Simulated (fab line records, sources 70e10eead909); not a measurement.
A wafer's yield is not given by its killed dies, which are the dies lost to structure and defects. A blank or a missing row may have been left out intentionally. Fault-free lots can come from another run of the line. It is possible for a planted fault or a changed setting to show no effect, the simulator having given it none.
What tool caused it?	flow nand harc	16 wafers sampled from 6 lots at 1 step of a route of 1302

## WHAT EACH GAUGE READ, for each wafer
NHARC_A_SIN_REMOVE_INSPECT_04.
lot	measured	on	raw defect count
L835	day 21 16:42	defect inspect-01	432 482 443
L840	day 23 12:59	defect inspect-01	353 332 410
L841	day 23 21:43	defect inspect-01	499 505 476
L843	day 24 23:19	defect inspect-02	335 324 617
L847	day 26 00:37	defect inspect-01	367 462 357
L851	day 28 02:20	defect inspect-01	504

## WHAT TOOL EACH LOT RAN ON (gives the tool, then ch and the chambers of the sampled wafers, and finally the start)
Before these readings, the record contains no process step.

## THE ANSWER, worked out from the rows above alone
Rule: what is usual is taken from the lots themselves. The widest of any qualifying gaps counts: lots, ordered by their means at a reading, are off when they make up no more than a third of the lots, leave a main group of 4 or more, and stand apart from it by 3 or more times the standard deviation of that group's means. The tables above print the reading to a certain number of digits; a main group whose means all agree to those digits is not used. A lot without any number at a reading at which 4 lots or more have one is off too. Where the step has rows for the other lots, those lots are counted as sound.
None of the lots is off at any reading shown; this tells nothing.

## WHAT HAD BEEN PUT IN BY THE SIMULATOR
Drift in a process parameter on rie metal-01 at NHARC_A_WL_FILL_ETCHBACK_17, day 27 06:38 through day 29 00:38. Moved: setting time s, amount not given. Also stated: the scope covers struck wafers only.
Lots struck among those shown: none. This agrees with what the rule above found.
